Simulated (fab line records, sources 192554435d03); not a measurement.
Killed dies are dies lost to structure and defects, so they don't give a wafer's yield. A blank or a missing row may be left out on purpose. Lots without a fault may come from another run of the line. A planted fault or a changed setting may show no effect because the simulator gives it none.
Chamber matching | flow n5_finfet | N5_BEOL_M3_DEP_57 on pecvd-04: 3 sister chambers
The step deposits SiCN from 3MS/NH3, target thk 8 nm, time 14 s. 6 wafers are shown with their chamber, then 9 later ones without.

WAFERS WITH THEIR CHAMBER
wafer  | chamber | showerhead_plenum_p_Torr (Torr) | showerhead_vpp_V (V)
L087.2 | 0       | 3.651                           | 864
L087.6 | 0       | 3.638                           | 867
L088.5 | 1       | 3.685                           | 829
L090.3 | 2       | 3.643                           | 870
L090.5 | 1       | 3.674                           | 841
L090.6 | 2       | 3.657                           | 869

WAFERS WITHOUT THEIR CHAMBER
wafer  | showerhead_plenum_p_Torr (Torr) | showerhead_vpp_V (V)
L094.1 | 3.670                           | 833
L094.5 | 3.655                           | 859
L094.6 | 3.664                           | 860
L082.1 | 3.678                           | 827
L082.3 | 3.650                           | 856
L082.6 | 3.656                           | 860
L096.3 | 3.666                           | 871
L096.4 | 3.630                           | 855
L096.6 | 3.681                           | 844

WHICH CHAMBER EACH WENT THROUGH
wafer  | from the rows above     | in truth
L094.1 | 1                       | 1
L094.5 | can't be placed: 0 or 2 | 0
L094.6 | can't be placed: 0 or 2 | 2
L082.1 | 1                       | 1
L082.3 | can't be placed: 0 or 2 | 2
L082.6 | can't be placed: 0 or 2 | 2
L096.3 | can't be placed: 2 or 0 | 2
L096.4 | can't be placed: 0 or 2 | 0
L096.6 | 1                       | 1
Placed correctly: 3 of 9. Can't be placed from these rows: 6 (the true chamber is among the candidates in 6). Placed wrongly: 0.
How it was worked out, from the rows above alone: a wafer's distance from a chamber is the root of the sum, over the readings, of the square of ((its reading less the chamber's mean) divided by the reading's scatter). The wafer belongs to the nearest chamber; if the next one is less than 2 further off, it can't be placed. A chamber's mean is the mean of its shown wafers. The scatter: the root of (the sum of the squares of (reading less its chamber's mean) over the shown wafers, divided by (wafers less chambers)).
